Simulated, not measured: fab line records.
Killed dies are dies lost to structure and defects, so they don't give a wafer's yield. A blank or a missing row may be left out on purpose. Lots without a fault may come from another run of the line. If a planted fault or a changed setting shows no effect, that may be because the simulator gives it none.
Split-lot experiment | flow n5Finfet | 7 lots, 39 wafers read, on a route of 1938 steps

## ABOUT THE SPLIT
At N5_DUMMY_GATE_ETCH_37 (etches SOC in N2/H2, target depth 60 nm, overetch 30 nm), the setting sourceW was moved away from the recipe's 840 W on 18 of the 39 wafers read, by -13.0% to +9.6%. For the rest of the wafers, this setting stayed at what the recipe calls for.

The split's own step is where the reading is taken.

## THE READING
rfVppV, in V, at N5_DUMMY_GATE_ETCH_37 (etches SOC in N2/H2, target depth 60 nm, overetch 30 nm). On this fab line, fault-free wafers typically give 524.3 V with a standard deviation of 2.7 V.

wafer  | tool, chamber at the split | sourceW as run, W | against the recipe | rfVppV, V | against lot-mates on the recipe
L081.1 | rieDiel-01, 3              | 771.8             | -8.1%              | 542.8     | +18.7
L081.2 | rieDiel-01, 0              | 840               | recipe             | 522.6     | -
L081.3 | rieDiel-01, 1              | 840               | recipe             | 522.5     | -
L081.4 | rieDiel-01, 2              | 840               | recipe             | 527.3     | -
L081.5 | rieDiel-01, 0              | 771.8             | -8.1%              | 537.1     | +13.0
L081.6 | rieDiel-01, 1              | 771.8             | -8.1%              | 538.0     | +13.9
L083.1 | rieDiel-02, 3              | 748.8             | -10.9%             | 547.0     | +24.7
L083.2 | rieDiel-02, 0              | 748.8             | -10.9%             | 539.3     | +17.0
L083.3 | rieDiel-02, 2              | 748.8             | -10.9%             | 542.7     | +20.4
L083.4 | rieDiel-02, 0              | 840               | recipe             | 519.8     | -
L083.5 | rieDiel-02, 3              | 840               | recipe             | 525.0     | -
L083.6 | rieDiel-02, 2              | 840               | recipe             | 522.1     | -
L085.1 | rieDiel-02, 2              | 840               | recipe             | 522.3     | -
L085.4 | rieDiel-02, 0              | 840               | recipe             | 520.5     | -
L085.5 | rieDiel-02, 2              | 840               | recipe             | 521.2     | -
L090.1 | rieDiel-02, 0              | 840               | recipe             | 520.2     | -
L090.2 | rieDiel-02, 2              | 737.5             | -12.2%             | 544.9     | +21.3
L090.3 | rieDiel-02, 1              | 737.5             | -12.2%             | 545.3     | +21.7
L090.4 | rieDiel-02, 3              | 840               | recipe             | 525.9     | -
L090.5 | rieDiel-02, 3              | 840               | recipe             | 524.7     | -
L090.6 | rieDiel-02, 2              | 737.5             | -12.2%             | 545.2     | +21.6
L091.1 | rieDiel-02, 1              | 920.4             | +9.6%              | 506.6     | -16.6
L091.2 | rieDiel-02, 2              | 840               | recipe             | 522.9     | -
L091.3 | rieDiel-02, 0              | 920.4             | +9.6%              | 505.9     | -17.3
L091.4 | rieDiel-02, 3              | 840               | recipe             | 524.9     | -
L091.5 | rieDiel-02, 3              | 920.4             | +9.6%              | 509.0     | -14.2
L091.6 | rieDiel-02, 2              | 840               | recipe             | 521.9     | -
L095.1 | rieDiel-01, 0              | 840               | recipe             | 523.0     | -
L095.2 | rieDiel-01, 2              | 891               | +6.1%              | 516.1     | -8.9
L095.3 | rieDiel-01, 1              | 891               | +6.1%              | 511.9     | -13.1
L095.4 | rieDiel-01, 3              | 840               | recipe             | 529.1     | -
L095.5 | rieDiel-01, 2              | 891               | +6.1%              | 516.5     | -8.5
L095.6 | rieDiel-01, 1              | 840               | recipe             | 522.8     | -
L097.1 | rieDiel-06, 3              | 840               | recipe             | 528.0     | -
L097.2 | rieDiel-06, 1              | 840               | recipe             | 526.7     | -
L097.3 | rieDiel-06, 2              | 730.6             | -13.0%             | 551.6     | +25.3
L097.4 | rieDiel-06, 0              | 730.6             | -13.0%             | 549.0     | +22.7
L097.5 | rieDiel-06, 3              | 730.6             | -13.0%             | 550.2     | +23.9
L097.6 | rieDiel-06, 0              | 840               | recipe             | 524.1     | -

FIT RESULTS
A straight line over all 39 wafers: rfVppV changes by -1.81 V for each +1% of sourceW; r = -0.98; the points scatter about the line by 2.6 V.
The same after taking each lot's own level away (the mean of its wafers on the recipe; 39 wafers): -1.79 V for each +1%; r = -0.99; scatter 2.1 V.
Per that fit: largest sourceW move, reading shift of 23 V.
The lots' own levels span 521.33 to 526.27 V, that is 1.8 times the standard deviation above.
So the lot-to-lot level changes the slope little: the two slopes agree.
Check: with one of the wafers moved furthest among these (-13.0%) left out of the fit, the line predicts +23.5 V for it against its lot-mates. Against them it came out at +25.3 V.
Tool readings at the split's step, against how far the setting was moved: rfVppV r = -0.98.

## FILE'S OWN FIT
rfVppV changes by -1.8 V for each +1% of sourceW, r = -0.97.
